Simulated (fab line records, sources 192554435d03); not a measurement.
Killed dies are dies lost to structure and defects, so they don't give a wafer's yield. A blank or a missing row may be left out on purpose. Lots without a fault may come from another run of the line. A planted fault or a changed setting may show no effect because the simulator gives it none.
Chamber matching | flow n5_finfet | N5_BEOL_M8_ETCH_61 on rie_diel-06: 4 sister chambers
The step etches SiARC in CF4, target depth 45.5 nm, time 75.8 s. 4 wafers are shown with their chamber, then 7 later ones without.

WAFERS WITH THEIR CHAMBER
wafer  | chamber | showerhead_plenum_p_Torr (Torr)
L078.2 | 2       | 2.27
L086.4 | 3       | 2.19
L088.2 | 1       | 2.08
L088.5 | 0       | 2.25

WAFERS WITHOUT THEIR CHAMBER
wafer  | showerhead_plenum_p_Torr (Torr)
L088.6 | 2.08
L095.1 | 2.25
L095.4 | 2.24
L095.5 | 2.18
L097.1 | 2.24
L097.5 | 2.25
L097.6 | 2.18

WHICH CHAMBER EACH WENT THROUGH
wafer  | from the rows above | in truth
L088.6 | 1                   | 1
L095.1 | 0                   | 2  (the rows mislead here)
L095.4 | 0                   | 0
L095.5 | 3                   | 3
L097.1 | 0                   | 0
L097.5 | 0                   | 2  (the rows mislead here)
L097.6 | 3                   | 3
Placed correctly: 5 of 7. Can't be placed from these rows: 0. Placed wrongly: 2.
How it was worked out, from the rows above alone: a wafer's distance from a chamber is the root of the sum, over the readings, of the square of ((its reading less the chamber's mean) divided by the reading's scatter). The wafer belongs to the nearest chamber; if the next one is less than 2 further off, it can't be placed. A chamber's mean is the mean of its shown wafers. The scatter: with one shown wafer a chamber, the root of the mean of the squares of how far each hidden wafer lies from its nearest shown one.
